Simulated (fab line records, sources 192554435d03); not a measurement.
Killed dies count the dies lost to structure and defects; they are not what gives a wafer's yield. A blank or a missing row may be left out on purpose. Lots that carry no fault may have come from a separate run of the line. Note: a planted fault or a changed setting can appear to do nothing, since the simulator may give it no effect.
Chamber matching	flow n5-finfet	N5_BEOL_M12_DEP_53 on pecvd-04: 3 sister chambers
The step deposits SiCN from 3MS/NH3, target thk 30 nm, time 10.5 s. 6 wafers are shown with their chamber, then 8 later ones without.

WAFERS, EACH WITH ITS CHAMBER
wafer	chamber	throttle-valve-pct (%)	showerhead-plenum-p-Torr (Torr)
L083.1	0	18.1	4.160
L083.5	0	18.1	4.161
L086.2	2	17.9	4.153
L086.3	1	18.3	4.165
L086.6	1	18.5	4.164
L092.2	2	18.1	4.146

WAFERS WITH NO CHAMBER GIVEN
wafer	throttle-valve-pct (%)	showerhead-plenum-p-Torr (Torr)
L092.3	18.5	4.172
L092.4	18.3	4.162
L085.3	18.2	4.176
L085.4	18.0	4.142
L085.6	17.9	4.157
L090.2	17.9	4.152
L090.4	18.0	4.152
L090.5	18.2	4.159

EACH ONE'S CHAMBER
wafer	from the rows above	in truth
L092.3	1	1
L092.4	can't be placed: 1 or 0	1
L085.3	can't be placed: 1 or 0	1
L085.4	2	2
L085.6	can't be placed: 0 or 2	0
L090.2	2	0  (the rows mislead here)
L090.4	2	2
L090.5	can't be placed: 0 or 1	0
3 of 8 placed correctly. Can't be placed from these rows: 4 (the true chamber is among the candidates in 4). Number placed wrongly: 1.
How it was worked out, from the rows above alone: a wafer's distance from a chamber is the root of the sum, over the readings, of the square of ((its reading less the chamber's mean) divided by the reading's scatter). The wafer belongs to the nearest chamber; if the next one is less than 2 further off, it can't be placed. Each chamber's mean is taken over the wafers shown for it. The scatter: the root of (the sum of the squares of (reading less its chamber's mean) over the shown wafers, divided by (wafers less chambers)).
